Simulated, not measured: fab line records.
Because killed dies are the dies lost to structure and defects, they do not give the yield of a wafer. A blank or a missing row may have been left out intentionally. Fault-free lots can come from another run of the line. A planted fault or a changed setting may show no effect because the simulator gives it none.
Split-lot trial :: flow n5 finfet :: 7 lots, 21 wafers read, on a route of 1938 steps

## THE SPLIT
At N5_BEOL_M7_COAT_63 (time 60 s, resist thk 60 nm), the setting spin rpm was moved away from the recipe's 1500 rpm on 4 of the 21 wafers read, by -8.5% to +9.9%. All remaining wafers had this setting at the recipe value.

The reading is taken at the split's own step.

## THE READING
SOC_of_BEOL_M7_COAT_63.thk nm (the simulator's own value, which no gauge read), in nm, at N5_BEOL_M7_COAT_63 (time 60 s, resist thk 60 nm). The file does not state a usual value for it. Across the 17 wafers here that went through the recipe, the average is 60.1 nm and the standard deviation 0.096 nm.

wafer: L074.2
tool, chamber at the split: litho track-01, 0
spin rpm as run, rpm: 1500
against the recipe: recipe
SOC_of_BEOL_M7_COAT_63.thk nm, nm: 60
against lot-mates on the recipe: -

wafer: L074.5
tool, chamber at the split: litho track-01, 0
spin rpm as run, rpm: 1500
against the recipe: recipe
SOC_of_BEOL_M7_COAT_63.thk nm, nm: 60.2
against lot-mates on the recipe: -

wafer: L074.6
tool, chamber at the split: litho track-01, 0
spin rpm as run, rpm: 1500
against the recipe: recipe
SOC_of_BEOL_M7_COAT_63.thk nm, nm: 60.2
against lot-mates on the recipe: -

wafer: L077.1
tool, chamber at the split: litho track-04, 0
spin rpm as run, rpm: 1500
against the recipe: recipe
SOC_of_BEOL_M7_COAT_63.thk nm, nm: 60.2
against lot-mates on the recipe: -

wafer: L077.3
tool, chamber at the split: litho track-04, 0
spin rpm as run, rpm: 1500
against the recipe: recipe
SOC_of_BEOL_M7_COAT_63.thk nm, nm: 60
against lot-mates on the recipe: -

wafer: L077.4
tool, chamber at the split: litho track-04, 0
spin rpm as run, rpm: 1500
against the recipe: recipe
SOC_of_BEOL_M7_COAT_63.thk nm, nm: 60
against lot-mates on the recipe: -

wafer: L079.3
tool, chamber at the split: litho track-02, 0
spin rpm as run, rpm: 1500
against the recipe: recipe
SOC_of_BEOL_M7_COAT_63.thk nm, nm: 60.2
against lot-mates on the recipe: -

wafer: L079.5
tool, chamber at the split: litho track-02, 0
spin rpm as run, rpm: 1500
against the recipe: recipe
SOC_of_BEOL_M7_COAT_63.thk nm, nm: 60
against lot-mates on the recipe: -

wafer: L079.6
tool, chamber at the split: litho track-02, 0
spin rpm as run, rpm: 1500
against the recipe: recipe
SOC_of_BEOL_M7_COAT_63.thk nm, nm: 60
against lot-mates on the recipe: -

wafer: L080.2
tool, chamber at the split: litho track-02, 0
spin rpm as run, rpm: 1500
against the recipe: recipe
SOC_of_BEOL_M7_COAT_63.thk nm, nm: 60.2
against lot-mates on the recipe: -

wafer: L080.3
tool, chamber at the split: litho track-02, 0
spin rpm as run, rpm: 1372
against the recipe: -8.5%
SOC_of_BEOL_M7_COAT_63.thk nm, nm: 62.8
against lot-mates on the recipe: +2.7

wafer: L080.5
tool, chamber at the split: litho track-02, 0
spin rpm as run, rpm: 1500
against the recipe: recipe
SOC_of_BEOL_M7_COAT_63.thk nm, nm: 60
against lot-mates on the recipe: -

wafer: L090.4
tool, chamber at the split: litho track-01, 0
spin rpm as run, rpm: 1500
against the recipe: recipe
SOC_of_BEOL_M7_COAT_63.thk nm, nm: 60
against lot-mates on the recipe: -

wafer: L090.5
tool, chamber at the split: litho track-01, 0
spin rpm as run, rpm: 1648
against the recipe: +9.9%
SOC_of_BEOL_M7_COAT_63.thk nm, nm: 57
against lot-mates on the recipe: -3.0

wafer: L090.6
tool, chamber at the split: litho track-01, 0
spin rpm as run, rpm: 1648
against the recipe: +9.9%
SOC_of_BEOL_M7_COAT_63.thk nm, nm: 57.2
against lot-mates on the recipe: -2.8

wafer: L093.3
tool, chamber at the split: litho track-01, 0
spin rpm as run, rpm: 1500
against the recipe: recipe
SOC_of_BEOL_M7_COAT_63.thk nm, nm: 60
against lot-mates on the recipe: -

wafer: L093.5
tool, chamber at the split: litho track-01, 0
spin rpm as run, rpm: 1500
against the recipe: recipe
SOC_of_BEOL_M7_COAT_63.thk nm, nm: 60
against lot-mates on the recipe: -

wafer: L093.6
tool, chamber at the split: litho track-01, 0
spin rpm as run, rpm: 1444
against the recipe: -3.7%
SOC_of_BEOL_M7_COAT_63.thk nm, nm: 61.2
against lot-mates on the recipe: +1.2

wafer: L097.1
tool, chamber at the split: litho track-01, 0
spin rpm as run, rpm: 1500
against the recipe: recipe
SOC_of_BEOL_M7_COAT_63.thk nm, nm: 60
against lot-mates on the recipe: -

wafer: L097.4
tool, chamber at the split: litho track-01, 0
spin rpm as run, rpm: 1500
against the recipe: recipe
SOC_of_BEOL_M7_COAT_63.thk nm, nm: 60
against lot-mates on the recipe: -

wafer: L097.3
tool, chamber at the split: litho track-01, 0
spin rpm as run, rpm: 1500
against the recipe: recipe
SOC_of_BEOL_M7_COAT_63.thk nm, nm: 60.2
against lot-mates on the recipe: -

THE FIT
A straight line over all 21 wafers: SOC_of_BEOL_M7_COAT_63.thk nm changes by -0.306 nm for each +1% of spin rpm; r = -1.00; the points scatter about the line by 0.1 nm.
The same after taking each lot's own level away (the mean of its wafers on the recipe; 21 wafers): -0.302 nm for each +1%; r = -1.00; scatter 0.096 nm.
Per that fit: largest spin rpm move, reading shift of 3 nm.
From 60.00 to 60.13 nm: that is the span of the lots' own levels, equal to 1.4 times the standard deviation above.
Consequently the slope shifts little with the lot-to-lot level, the two slopes agreeing.
Check: for one of the wafers moved furthest among these (+9.9%), held out of the fit, the line's prediction against its lot-mates is -2.93 nm. It came out at -3 nm against them.

## ADDITIONAL SPLITS CARRIED BY THESE WAFERS
Other splits were also applied to these wafers ahead of the reading. Each is held against what the fit with the lots' levels taken away leaves over:
other split on the same wafers: N5_BEOL_M3_ETCH_70 bias w
wafers away from the commonest value: 6
r with SOC_of_BEOL_M7_COAT_63.thk nm (lot level and that fit taken away): -0.24

other split on the same wafers: N5_BEOL_M4_COAT_73 spin rpm
wafers away from the commonest value: 10
r with SOC_of_BEOL_M7_COAT_63.thk nm (lot level and that fit taken away): -0.02

other split on the same wafers: N5_BEOL_M4_COAT_05 spin rpm
wafers away from the commonest value: 4
r with SOC_of_BEOL_M7_COAT_63.thk nm (lot level and that fit taken away): +0.28

other split on the same wafers: N5_BEOL_M5_ETCH_72 bias w
wafers away from the commonest value: 6
r with SOC_of_BEOL_M7_COAT_63.thk nm (lot level and that fit taken away): -0.20

other split on the same wafers: N5_BEOL_M5_COAT_22 spin rpm
wafers away from the commonest value: 6
r with SOC_of_BEOL_M7_COAT_63.thk nm (lot level and that fit taken away): +0.02

other split on the same wafers: N5_BEOL_M7_PECVD_70 temp c
wafers away from the commonest value: 6
r with SOC_of_BEOL_M7_COAT_63.thk nm (lot level and that fit taken away): +0.33

other split on the same wafers: N5_BEOL_M7_EXPOSE_08 dose mj
wafers away from the commonest value: 8
r with SOC_of_BEOL_M7_COAT_63.thk nm (lot level and that fit taken away): -0.05

## FILE'S OWN FIT
SOC_of_BEOL_M7_COAT_63.thk nm changes by -0.305 nm for each +1% of spin rpm, r = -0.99.
